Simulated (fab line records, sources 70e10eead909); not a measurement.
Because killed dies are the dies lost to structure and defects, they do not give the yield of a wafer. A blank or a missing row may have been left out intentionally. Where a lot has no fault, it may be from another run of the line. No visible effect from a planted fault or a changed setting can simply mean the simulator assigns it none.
Which tool is to blame? || flow nand_harc || 6 lots with 18 wafers sampled at 2 steps, on a route of 1302 steps

== WHAT THE GAUGES SHOWED, per wafer ==
NHARC_THIN_TSV_THK_MEAS_02: measures by ir.
{"lot": "L701", "measured": "day 24 11:26", "on": "film_metro-02", "thk_nm (nm)": "3008 2478 2604"}
{"lot": "L703", "measured": "day 25 18:25", "on": "film_metro-01", "thk_nm (nm)": "2752 2848 2948"}
{"lot": "L706", "measured": "day 26 13:07", "on": "film_metro-02", "thk_nm (nm)": "2606 3189 2781"}
{"lot": "L708", "measured": "day 27 08:34", "on": "film_metro-02", "thk_nm (nm)": "3132 2661 3157"}
{"lot": "L713", "measured": "day 29 05:10", "on": "film_metro-01", "thk_nm (nm)": "2929 3376 3241"}
{"lot": "L714", "measured": "day 29 06:20", "on": "film_metro-02", "thk_nm (nm)": "3081 3096 2647"}

== TOOL THAT RAN EACH LOT (tool first, then ch and the chambers of the sampled wafers, then the start) ==
{"lot": "L701", "NHARC_P_BONDPAD_ETCH_12": "rie_diel-12 ch 2,3, day 7 08:05"}
{"lot": "L703", "NHARC_P_BONDPAD_ETCH_12": "rie_diel-08 ch 2,3, day 8 08:58"}
{"lot": "L706", "NHARC_P_BONDPAD_ETCH_12": "rie_diel-12 ch 0,2,3, day 9 17:07"}
{"lot": "L708", "NHARC_P_BONDPAD_ETCH_12": "rie_diel-05 ch 1,2,3, day 10 10:01"}
{"lot": "L713", "NHARC_P_BONDPAD_ETCH_12": "rie_diel-12 ch 1,2,3, day 12 18:11"}
{"lot": "L714", "NHARC_P_BONDPAD_ETCH_12": "rie_diel-12 ch 2,3, day 12 22:04"}
- NHARC_P_BONDPAD_ETCH_12: etches the open film in CHF3/O2, target depth 200 nm, time 100 s.

== THE ANSWER, worked out from the rows above alone ==
Rule: usual is defined by the lots themselves. Put in order of their means at a reading, lots are off if they are a third of the lots or fewer, leave a main group of 4 or more, and stand apart from it by a gap of 3 or more times the standard deviation of the main group's means; of several such gaps the widest counts. Not used: any main group whose means are identical at the precision the tables above print for the reading. Also off: a lot with no number at a reading for which 4 or more lots have one. All remaining lots with rows at the step are treated as sound.
No lot is off on any of the readings shown, so nothing can be concluded from this.

== WHAT THE SIMULATOR PUT IN ==
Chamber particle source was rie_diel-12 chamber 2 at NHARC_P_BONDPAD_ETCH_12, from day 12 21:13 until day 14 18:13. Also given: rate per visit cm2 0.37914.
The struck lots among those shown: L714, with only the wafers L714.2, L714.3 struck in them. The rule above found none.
